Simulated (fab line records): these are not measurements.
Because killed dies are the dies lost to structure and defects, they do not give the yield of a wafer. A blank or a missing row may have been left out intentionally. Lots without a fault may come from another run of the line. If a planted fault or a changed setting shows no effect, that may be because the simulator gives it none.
Which of the tools did it? || flow nandHarc || 12 lots, 36 wafers sampled, at 2 steps of a route of 1159

## WHAT EACH GAUGE READ, for each wafer
NHARC_A_SGD_CUT_CD_MEAS_09: the cd target is 100 nm.
{"lot": "L074", "measured": "day 13 16:27", "on": "cdSem-01", "cdNm (nm)": "99.8 99.9 99.5"}
{"lot": "L076", "measured": "day 14 07:29", "on": "cdSem-01", "cdNm (nm)": "100.5 99.8 99.4"}
{"lot": "L079", "measured": "day 15 08:06", "on": "cdSem-02", "cdNm (nm)": "100.2 99.5 99.5"}
{"lot": "L082", "measured": "day 15 16:07", "on": "cdSem-01", "cdNm (nm)": "100.7 99.9 99.3"}
{"lot": "L081", "measured": "day 16 03:37", "on": "cdSem-01", "cdNm (nm)": "99.9 99.1 99.7"}
{"lot": "L084", "measured": "day 16 10:16", "on": "cdSem-03", "cdNm (nm)": "99.4 99.6 99.7"}
{"lot": "L086", "measured": "day 17 00:10", "on": "cdSem-03", "cdNm (nm)": "99.7 99.9 100.9"}
{"lot": "L090", "measured": "day 17 12:14", "on": "cdSem-03", "cdNm (nm)": "99.6 100.6 100.4"}
{"lot": "L092", "measured": "day 18 08:45", "on": "cdSem-02", "cdNm (nm)": "99.9 100.6 100.9"}
{"lot": "L093", "measured": "day 18 12:36", "on": "cdSem-01", "cdNm (nm)": "99.1 99.5 99.5"}
{"lot": "L095", "measured": "day 19 11:16", "on": "cdSem-01", "cdNm (nm)": "100.2 100.9 101.2"}
{"lot": "L097", "measured": "day 20 07:01", "on": "cdSem-01", "cdNm (nm)": "100.6 99.7 100.8"}

## WHAT TOOL EACH LOT RAN ON (gives the tool, then ch and the chambers of the sampled wafers, and finally the start)
{"lot": "L074", "NHARC_A_STAIRCASE_ETCH_232": "rieDiel-10 ch 1,3, day 13 16:27 or earlier"}
{"lot": "L076", "NHARC_A_STAIRCASE_ETCH_232": "rieDiel-13 ch 1,3, day 14 07:29 or earlier"}
{"lot": "L079", "NHARC_A_STAIRCASE_ETCH_232": "rieDiel-10 ch 0,1, day 15 08:06 or earlier"}
{"lot": "L082", "NHARC_A_STAIRCASE_ETCH_232": "rieDiel-13 ch 1,2, day 15 16:07 or earlier"}
{"lot": "L081", "NHARC_A_STAIRCASE_ETCH_232": "rieDiel-11 ch 0,2, day 16 03:37 or earlier"}
{"lot": "L084", "NHARC_A_STAIRCASE_ETCH_232": "rieDiel-11 ch 0,2,3, day 16 10:16 or earlier"}
{"lot": "L086", "NHARC_A_STAIRCASE_ETCH_232": "rieDiel-13 ch 0,2, day 17 00:10 or earlier"}
{"lot": "L090", "NHARC_A_STAIRCASE_ETCH_232": "rieDiel-11 ch 0,1,2, day 17 12:14 or earlier"}
{"lot": "L092", "NHARC_A_STAIRCASE_ETCH_232": "rieDiel-13 ch 0,2, day 18 08:45 or earlier"}
{"lot": "L093", "NHARC_A_STAIRCASE_ETCH_232": "rieDiel-11 ch 0,1,3, day 18 12:36 or earlier"}
{"lot": "L095", "NHARC_A_STAIRCASE_ETCH_232": "rieDiel-11 ch 0,1,3, day 19 11:16 or earlier"}
{"lot": "L097", "NHARC_A_STAIRCASE_ETCH_232": "rieDiel-11 ch 0,1,3, day 20 07:01 or earlier"}
- NHARC_A_STAIRCASE_ETCH_232: etches the open film in C4F8/O2, target depth 100 nm, time 40.5 s.

## THE ANSWER, worked out from the rows above alone
Rule: the usual values come from the lots themselves. The widest of any qualifying gaps counts: lots, ordered by their means at a reading, are off when they make up no more than a third of the lots, leave a main group of 4 or more, and stand apart from it by 3 or more times the standard deviation of that group's means. A main group is skipped when, at the precision printed for the reading in the tables above, its means are all equal. A lot without any number at a reading at which 4 lots or more have one is off too. Where the step has rows for the other lots, those lots are counted as sound.
No lot is off on any of the readings shown, so nothing can be concluded from this.

## WHAT THE SIMULATOR HAD INSERTED
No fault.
